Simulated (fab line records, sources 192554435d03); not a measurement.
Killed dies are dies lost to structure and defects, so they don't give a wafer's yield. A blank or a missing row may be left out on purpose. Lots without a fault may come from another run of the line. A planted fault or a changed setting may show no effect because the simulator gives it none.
Which tool did it? | flow n5_finfet | 12 lots, 36 wafers sampled, at 2 steps of a route of 1938

WHAT THE GAUGES READ, wafer by wafer
N5_BEOL_M15_OVL_MEAS_29.
lot  | measured     | on         | M15_OVL (nm)
L075 | day 11 11:28 | overlay-02 | -4 4 -3
L077 | day 12 00:10 | overlay-02 | 2 0 -4
L079 | day 12 19:23 | overlay-01 | 1 3 3
L081 | day 13 16:12 | overlay-01 | -4 -9 -10
L083 | day 14 01:11 | overlay-02 | 3 6 14
L085 | day 14 06:10 | overlay-02 | 2 -6 -5
L088 | day 15 03:40 | overlay-01 | -3 -4 4
L089 | day 15 22:41 | overlay-01 | 0 5 4
L091 | day 16 04:47 | overlay-02 | -8 1 6
L094 | day 16 23:28 | overlay-01 | -2 1 2
L093 | day 17 05:55 | overlay-01 | -8 -4 -2
L097 | day 18 05:59 | overlay-02 | -1 2 3

WHICH TOOL RAN EACH LOT (tool, then ch and the chambers of the sampled wafers, then the start)
lot  | N5_BEOL_M15_ETCH_57
L075 | rie_diel-06 ch 1,2,3, day 11 10:39
L077 | rie_diel-06 ch 1,2, day 11 23:22
L079 | rie_diel-03 ch 0,1,2, day 12 18:27
L081 | rie_diel-03 ch 0,1,2, day 13 15:16
L083 | rie_diel-03 ch 2,3, day 14 00:14
L085 | rie_diel-03 ch 2,3, day 14 05:22
L088 | rie_diel-03 ch 0,1,3, day 15 02:44
L089 | rie_diel-05 ch 1,3, day 15 21:44
L091 | rie_diel-05 ch 1,3, day 16 03:58
L094 | rie_diel-05 ch 0,1,3, day 16 22:40
L093 | rie_diel-03 ch 1,2,3, day 17 05:07
L097 | rie_diel-06 ch 1,3, day 18 05:11
- N5_BEOL_M15_ETCH_57: etches SOC in N2/H2, time 750 s.

THE ANSWER, worked out from the rows above alone
Rule: what is usual is taken from the lots themselves. Put in order of their means at a reading, lots are off if they are a third of the lots or fewer, leave a main group of 4 or more, and stand apart from it by a gap of 3 or more times the standard deviation of the main group's means; of several such gaps the widest counts. A main group whose means are all the same, to the digits that the tables above print for the reading, isn't used. A lot without any number at a reading at which 4 lots or more have one is off too. The other lots that the step has rows for count as sound.
No lot is off at any reading shown: from this, nothing can be told.

WHAT THE SIMULATOR HAD PUT IN
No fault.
